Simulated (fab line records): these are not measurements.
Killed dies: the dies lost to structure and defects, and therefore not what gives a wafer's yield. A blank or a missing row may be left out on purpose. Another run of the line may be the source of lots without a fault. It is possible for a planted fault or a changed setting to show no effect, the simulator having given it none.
fab line records | flow n5_finfet
record: lots: 5 wafers: 15 last_day: 17
route steps=1938 shown BEOL_M0_CUTY@711 BEOL_M0@715 BEOL_M4@1111 PASSIVATION@1936
lots untouched by any fault: they come from a run of this same line in which no faults occurred
start_h: the number of hours between the record's first day and the start of the first shown wafer of the lot | wait_h: hours from the lot's prior step to this one | " repeats the value in the row above | L1.1+2: a single row standing in for several wafers | - value missing, or start not given | * or withheld: withheld | < > ~ a bound
route shown NAME@n: a module of which the file shows steps, and the number in the route of the first | usual: mean/standard deviation taken from wafers without a fault | same: alike in all rows | chamber/n: place in a boat | sites: per-site readings | _std_site: the values' standard deviation | _edge_site: the outer-site mean with the inner-site mean subtracted | radius_mm: for every site, how far away it sits from the centre of the wafer | mask NAME#n: copy n | behind: the last tool/chamber to shape the wafer | hold: reason for holding the lot/hours on hold/outcome of the hold | device: the n, p or np transistor that did not switch | end of line: tests run on the same wafers once the route is complete | for a step that has no rows: nothing shown but its recipe | killed: count of dies lost to structure and defects at first sort (not the wafer's yield) | map: the dies of a wafer, with x for killed, . for not killed, _ for no die there
set.NAME: the setting as run; set.NAME@STEP: as run at that earlier step | model.NAME: the simulator's own value behind a step, which no gauge read
lots at selected steps of the route; one table per step, one row per wafer
services: the hour from which a tool's chamber was out of use, counted from the record's first day as start_h (under 0 if before that day), plus the number of hours and why
== steps ==
step: N5_BEOL_M0_CUTY_DESCUM_61
recipe: chemistry: O2 time_s: 7.9 source_power_w: 50 bias_power_w: 20 pressure_mtorr: 20 rf_frequency_hz: 2.712e+07 temp_c: 40 resist: CAR-ArF-block o2_flow_sccm: 225
step: N5_BEOL_M0_CUTY_ETCH_62
recipe: chemistry: CF4 target: SiARC mask_material: CAR-ArF-block time_s: 58.5 ion_energy_ev: 80 pressure_mtorr: 40 source_w: 545 bias_w: 36 Ar_flow_sccm: 100 cf4_flow_sccm: 100 ends: cleared
step: N5_BEOL_M0_CUTY_ETCH_63
recipe: chemistry: N2/H2 target: SOC target_depth_a: 827 overetch_a: 165 mask_material: SiARC temp_c: 40 ion_energy_ev: 200 time_s: 124 pressure_mtorr: 30 source_w: 840 bias_w: 150 n2_flow_sccm: 200 h2_flow_sccm: 200
step: N5_BEOL_M0_CUTY_STRIP_64
recipe: chemistry: N2/H2 temp_c: 40 n2_flow_sccm: 200 h2_flow_sccm: 200 rf_frequency_hz: 6e+07
step: N5_BEOL_M0_ETCH_138
recipe: chemistry: CH3F/O2 target_depth_a: 120 target: SiCN time_s: 31.6 ion_energy_ev: 120 pressure_mtorr: 30 source_w: 395 bias_w: 75 Ar_flow_sccm: 150 CH3F_flow_sccm: 30 O2_flow_sccm: 20 ends: cleared
step: N5_BEOL_M0_HM_OPEN_105
recipe: chemistry: Cl2/BCl3 target_depth_a: 120 target: TiN ion_energy_ev: 150 pressure_mtorr: 10 icp_w: 1000 bias_w: 126 Cl2_flow_sccm: 53.25 bcl3_flow_sccm: 21.75 Ar_flow_sccm: 25
step: N5_BEOL_M0_STRIP_140
recipe: chemistry: CF4 resist: SiARC power_w: 300 bias_power_w: 75 pressure_mtorr: 50 cf4_flow_sccm: 150 rf_frequency_hz: 6e+07
step: N5_BEOL_M0_STRIP_104
recipe: chemistry: N2/H2 power_w: 450 temp_c: 40 pressure_mtorr: 20 rf_frequency_hz: 6e+07 overash_fraction: 0.3 bias_power_w: 7 h2_frac: 0.5 n2_flow_sccm: 200 h2_flow_sccm: 200
step: N5_BEOL_M0_WET_ETCH_106
recipe: chemistry: DHF dilution: 10:1 temp_c: 25 target: SiO2 target_depth_a: 1300 dry: ipa_marangoni rinse_time_s: 30 rinse_temp_c: 23
step: N5_BEOL_M0_ETCH_128
recipe: chemistry: CF4/N2 target_depth_a: 120 overetch_a: 51 target: SiCN time_s: 21.4 ion_energy_ev: 150 pressure_mtorr: 40 source_w: 430 bias_w: 70 Ar_flow_sccm: 100 cf4_flow_sccm: 60 n2_flow_sccm: 60
usual: bias_w: 70.00/0.2 cf4_flow_sccm: 59.98/0.17 drypump_motor_current_A: 5.6/0.4 oes_product_au: 0.54/0.053 rf_vpp_V: 382.4/1.8 showerhead_plenum_p_Torr: 2.21/0.07 throttle_valve_pct: 15.39/0.19
columns lot.wafer tool chamber start_h wait_h bias_w cf4_flow_sccm drypump_motor_current_A oes_product_au rf_hours_counter_h rf_vpp_V showerhead_plenum_p_Torr throttle_valve_pct model.SiCN_of_BEOL_M0_SAQP_PECVD_03.thk_nm model.TiN_of_BEOL_M0_SAQP_HM_DEP_02.thk_nm
L746.1 rie_diel-06 3 190.23 0.3 70.08 59.56 5.5 0.51 177 384.3 2.30 15.43 0 11
L746.2 " 1 " " 70.14 59.82 5.5 0.64 13 380.8 2.17 15.19 0 10.8
L746.6 " 3 " " 69.98 59.96 5.5 0.51 - 383.7 2.30 15.44 0 11.2
L748.4 rie_diel-05 2 198.28 0.0 - - - - - - - - 8.6 12.2
L748.5 " 1 " " - - - - - - - - 8.6 11.8
L748.6 " 0 " " - - - - - - - - 9 12
L749.1 rie_diel-06 1 207.52 0.2 - - - - - - - - 8.4 11.8
L749.2 " 0 " " - - - - - - - - 8.4 12
L749.3 " 2 " " - - - - - - - - 8.6 12.2
L750.1 rie_diel-01 0 209.63 0.0 - - - - - - - - 8 11.8
L750.4 " 2 " " - - - - - - - - 8.4 12
L750.5 " 0 " " - - - - - - - - 8.4 11.8
L757.1 rie_diel-01 3 256.10 0.1 69.92 60.13 6.7 0.47 233 384.3 2.25 15.22 0 10.8
L757.4 " 0 " " 69.69 59.57 5.2 0.48 244 383.9 2.24 15.60 0 10.8
L757.6 " 0 " " 70.03 59.46 5.2 0.49 - 383.6 2.24 15.61 0 10.8
step: N5_BEOL_M0_TRENCH_ETCH_107
recipe: chemistry: C4F6/O2 target_depth_a: 328 target: SiOC time_s: 16.4 ion_energy_ev: 250 pressure_mtorr: 30 source_w: 355 bias_w: 185 Ar_flow_sccm: 300 C4F6_flow_sccm: 10 O2_flow_sccm: 10
usual: C4F6_flow_sccm: 10.00/0.03 O2_flow_sccm: 10.00/0.032 drypump_motor_current_A: 5.6/0.4 oes_f_703_au: 0.78/0.074 oes_o_777_au: 0.79/0.072 oes_product_au: 0.78/0.083 rf_vpp_V: 664/21 showerhead_plenum_p_Torr: 2.85/0.089 throttle_valve_pct: 20.82/0.2
columns lot.wafer tool chamber start_h wait_h C4F6_flow_sccm O2_flow_sccm drypump_motor_current_A oes_f_703_au oes_o_777_au oes_product_au rf_hours_counter_h rf_vpp_V showerhead_plenum_p_Torr throttle_valve_pct model.TiN_of_BEOL_M0_SAQP_HM_DEP_02.thk_nm
L746.1 rie_diel-06 3 190.27 0.0 10.02 10.01 5.4 0.72 0.72 0.73 177 650 2.97 20.84 9.6
L746.2 " 1 " " 10.01 9.98 5.6 0.93 0.93 0.95 13 650 2.80 20.66 9.6
L746.6 " 3 " " 9.99 9.97 5.5 0.73 0.73 0.74 - 651 2.97 20.84 9.8
L748.4 rie_diel-05 2 198.32 0.0 10.02 9.96 5.1 0.68 0.67 0.72 186 690 2.95 20.91 10.8
L748.5 " 1 " " 10.01 9.97 5.3 0.83 0.81 0.84 - 700 2.99 20.57 10.6
L748.6 " 0 " " 10.01 10.02 5.4 0.71 0.74 0.69 - 657 2.79 20.90 10.8
L749.1 rie_diel-06 1 207.56 0.0 9.98 9.94 5.6 0.91 0.91 0.95 18 651 2.80 20.69 10.6
L749.2 " 0 " " 9.98 10.04 5.5 0.79 0.79 0.77 159 662 2.73 20.98 10.6
L749.3 " 2 " " 10.02 9.99 5.9 0.90 0.90 0.87 77 666 2.78 20.89 10.8
L750.1 rie_diel-01 0 209.67 0.0 9.99 10.00 5.2 0.74 0.74 0.72 229 646 2.90 20.90 10.4
L750.4 " 2 " " 9.96 10.01 5.3 0.81 0.81 0.83 91 655 2.89 20.62 10.6
L750.5 " 0 " " 9.97 9.99 5.2 0.73 0.74 0.71 - 647 2.90 20.90 10.6
L757.1 rie_diel-01 3 256.14 0.0 9.95 10.00 6.6 0.67 0.68 0.66 233 653 2.91 20.55 9.6
L757.4 " 0 " " 10.02 10.00 5.2 0.72 0.73 0.69 244 644 2.89 20.92 9.4
L757.6 " 0 " " 10.00 9.93 5.2 0.72 0.73 0.69 - 646 2.89 20.93 9.4
step: N5_BEOL_M0_STRIP_142
recipe: chemistry: N2/H2 time_s: 10 power_w: 450 temp_c: 40 pressure_mtorr: 20 rf_frequency_hz: 6e+07 bias_power_w: 7 n2_flow_sccm: 200 h2_flow_sccm: 200
step: N5_BEOL_M4_RC_MEAS_101
usual: DIBL_N: 36.7/2.6 DIBL_P: 36.9/2.8 IOFF_N: 0.17/0.043 IOFF_P: 0.22/0.05 ION_N: 678/15 ION_P: 465/9.2 SS_N: 71.6/0.79 SS_P: 73.5/0.82 VT_N: 250/3.9 VT_P: -250/3.7
columns lot.wafer tool chamber start_h wait_h DIBL_N[mV/V] DIBL_P[mV/V] IOFF_N[nA/um] IOFF_P[nA/um] ION_N[uA/um] ION_P[uA/um] SS_N[mV/dec] SS_P[mV/dec] VT_N[mV] VT_P[mV]
L746.1 prober-01 0 251.36 0.0 40.1 40.0 0.20 0.26 697 484 72.1 74.0 245 -247
L746.2 " 0 " " 40.0 39.4 0.21 0.25 675 460 72.3 73.6 244 -248
L746.6 " 0 " " 40.2 39.5 0.22 0.26 686 472 72.6 73.9 244 -248
L757.1 prober-02 0 309.58 0.0 40.2 41.8 0.21 0.26 690 467 72.0 73.5 248 -249
L757.4 " 0 " " 38.7 40.5 0.17 0.25 680 474 72.8 73.3 253 -251
L757.6 " 0 " " 37.8 39.3 0.15 0.24 662 467 71.0 74.0 254 -251
step: N5_PASSIVATION_PROBE_49
usual: defect_limited_yield: 91.0/1.4 killed_at_M0_to_M3: 36/9.6 killed_at_M4_up: 14/6.1 killed_at_contacts: 13/6.6 killed_at_front_end: 40/11 killed_at_other: 3.2/2.9 killed_dies: 106/17 killed_open: 71/12 killed_short: 33/7.3 sort_bin_5_function: 5.3/1 sort_bin_6_memory: 3.4/0.68 sort_n_pass: 1073/19 sort_yield_pct: 91.0/1.6
same: gross_dies: 1180 killed_at_back_side: 0 sort_bin_4_leakage[%]: 0 sort_bin_8_speed[%]: 0
columns lot.wafer tool chamber start_h wait_h defect_limited_yield[%] killed_at_M0_to_M3 killed_at_M4_up killed_at_contacts killed_at_front_end killed_at_other killed_dies killed_open killed_short sort_bin_5_function[%] sort_bin_6_memory[%] sort_n_pass sort_yield_pct[%]
L746.1 prober-01 - 347.78 0.0 93.3 32 7 10 30 0 79 53 26 3.7 2.8 1101 93.3
L746.2 prober-01 - 347.83 0.1 87.6 52 14 10 69 1 146 107 37 7.8 4.4 1034 87.6
L746.6 prober-01 - 348.03 0.3 89.4 40 11 21 53 0 125 81 44 6.3 4.0 1055 89.4
killed by level:class
L746.1 BEOL_M0_SAQP:geometric_particle:open=12 MOL_CONTACT_COAG:geometric_particle:open=8 BEOL_M0_SAQP:geometric_particle:short=6 FIN_SAQP:geometric_particle:short=5 FIN_SAQP:geometric_particle:open=5 GATE_CUT:geometric_particle:short=4 BEOL_M1:geometric_particle:open=3 BEOL_M2:geometric_particle:open=3
L746.2 FIN_SAQP:geometric_particle:open=26 BEOL_M2:geometric_particle:open=15 BEOL_M0_SAQP:geometric_particle:open=15 FIN_SAQP:geometric_particle:short=14 MOL_CONTACT_COAG:geometric_particle:open=10 GATE_CUT:geometric_particle:short=6 BEOL_M1:geometric_particle:open=6 BEOL_M3:geometric_particle:open=6
L746.6 FIN_SAQP:geometric_particle:open=23 MOL_CONTACT_COAG:geometric_particle:open=20 FIN_SAQP:geometric_particle:short=15 BEOL_M0_SAQP:geometric_particle:short=13 BEOL_M0_SAQP:geometric_particle:open=6 BEOL_M2:geometric_particle:open=6 BEOL_M3:geometric_particle:open=5 DUMMY_GATE:geometric_particle:short=4
== services ==
columns tool chamber start_h hours kind
rie_diel-01 2 225.67 2.5 repair
rie_diel-01 0 230.15 3.8 repair
rie_diel-05 0 251.23 - clean
rie_diel-05 0 251.23 - consumable_replace:focus_ring
rie_diel-05 0 251.23 17.4 scheduled_down
rie_diel-05 0 251.23 17.4 vent_cycle
rie_diel-06 0 251.86 12.1 repair
== key ==
first_sign: step: N5_BEOL_M0_ETCH_128 reading: tool_record direction: missing
effect none on later readings
model_effect: step: N5_BEOL_M0_ETCH_128 value: SiCN_of_BEOL_M0_SAQP_PECVD_03.thk_nm without: 0 struck: 8.489
model_effect: step: N5_BEOL_M0_TRENCH_ETCH_107 value: TiN_of_BEOL_M0_SAQP_HM_DEP_02.thk_nm without: 9.489 struck: 10.64
met_at N5_BEOL_M0_ETCH_128
struck_wafers L748.4,L748.5,L748.6,L749.1,L749.2,L749.3,L750.1,L750.4,L750.5
rows_end L748.4,L748.5,L748.6,L749.1,L749.2,L749.3,L750.1,L750.4,L750.5
onset_between 190.23 198.28
fault: kind: skipped_step_whole tool: rie_diel-01,rie_diel-05,rie_diel-06 chamber: - onset_h: 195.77 steps: N5_BEOL_M0_ETCH_128 scope: struck_lots_only
rows_end: these wafers met a further fault down the route, and their rows from its step on are left out
